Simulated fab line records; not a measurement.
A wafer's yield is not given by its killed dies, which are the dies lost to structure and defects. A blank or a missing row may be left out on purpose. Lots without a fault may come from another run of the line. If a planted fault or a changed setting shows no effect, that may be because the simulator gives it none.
Chamber matching | flow n5-finfet | N5_HKMG_FIN_STRIP_90 on rie-diel-06 has 4 sister chambers
The step strips SOC in N2/H2, time 20 s. 16 wafers are shown with their chamber, then 8 later ones without.

WAFERS PAIRED WITH THEIR CHAMBERS
wafer  | chamber | showerhead-plenum-p-Torr (Torr) | drypump-motor-current-A (A) | throttle-valve-pct (%)
L077.1 | 0       | 3.57                            | 5.0                         | 18.4
L077.2 | 3       | 3.45                            | 6.7                         | 19.0
L077.3 | 1       | 3.32                            | 5.1                         | 18.7
L079.3 | 2       | 3.18                            | 6.5                         | 19.4
L079.5 | 1       | 3.32                            | 5.1                         | 18.7
L079.6 | 2       | 3.18                            | 6.5                         | 19.4
L082.2 | 0       | 3.57                            | 5.0                         | 18.4
L082.3 | 1       | 3.31                            | 5.1                         | 18.7
L082.6 | 1       | 3.31                            | 5.2                         | 18.7
L083.2 | 3       | 3.44                            | 6.7                         | 19.0
L083.5 | 1       | 3.31                            | 5.1                         | 18.8
L083.6 | 2       | 3.18                            | 6.5                         | 19.4
L085.1 | 0       | 3.56                            | 5.0                         | 18.5
L085.3 | 1       | 3.31                            | 5.1                         | 18.7
L085.4 | 3       | 3.44                            | 6.7                         | 19.0
L088.2 | 3       | 3.44                            | 6.6                         | 19.0

SIGNATURES (means of the wafers above)
reading                  | chamber 0 | chamber 1 | chamber 2 | chamber 3 | scatter within a chamber
showerhead-plenum-p-Torr | 3.5667    | 3.3133    | 3.1800    | 3.4425    | 0.00479
drypump-motor-current-A  | 5.000     | 5.117     | 6.500     | 6.675     | 0.0363
throttle-valve-pct       | 18.433    | 18.717    | 19.400    | 19.000    | 0.0354
Rule: a wafer lies at a distance from a chamber equal to the root of the sum of squares, over the readings, of (its reading less the chamber's mean, divided by the reading's scatter). If the next closest chamber is less than 2 further off than the closest, the wafer can't be placed; otherwise it belongs to the closest. The scatter is the square root of a quotient: the sum, over the shown wafers, of each reading's squared deviation from its chamber's mean, divided by wafers minus chambers.

WAFERS WITHOUT THEIR CHAMBER
wafer  | showerhead-plenum-p-Torr (Torr) | drypump-motor-current-A (A) | throttle-valve-pct (%)
L088.5 | 3.30                            | 5.1                         | 18.8
L088.6 | 3.56                            | 5.0                         | 18.5
L091.2 | 3.43                            | 6.6                         | 19.1
L091.5 | 3.56                            | 5.0                         | 18.5
L091.6 | 3.30                            | 5.1                         | 18.8
L092.4 | 3.56                            | 5.0                         | 18.5
L092.5 | 3.43                            | 6.7                         | 19.1
L092.6 | 3.30                            | 5.1                         | 18.8

WHICH CHAMBER EACH WENT THROUGH
wafer  | from the rows above | in truth
L088.5 | 1                   | 1
L088.6 | 0                   | 0
L091.2 | 3                   | 3
L091.5 | 0                   | 0
L091.6 | 1                   | 1
L092.4 | 0                   | 0
L092.5 | 3                   | 3
L092.6 | 1                   | 1
8 of 8 placed correctly. Number that these rows cannot place: 0. 0 placed wrongly.
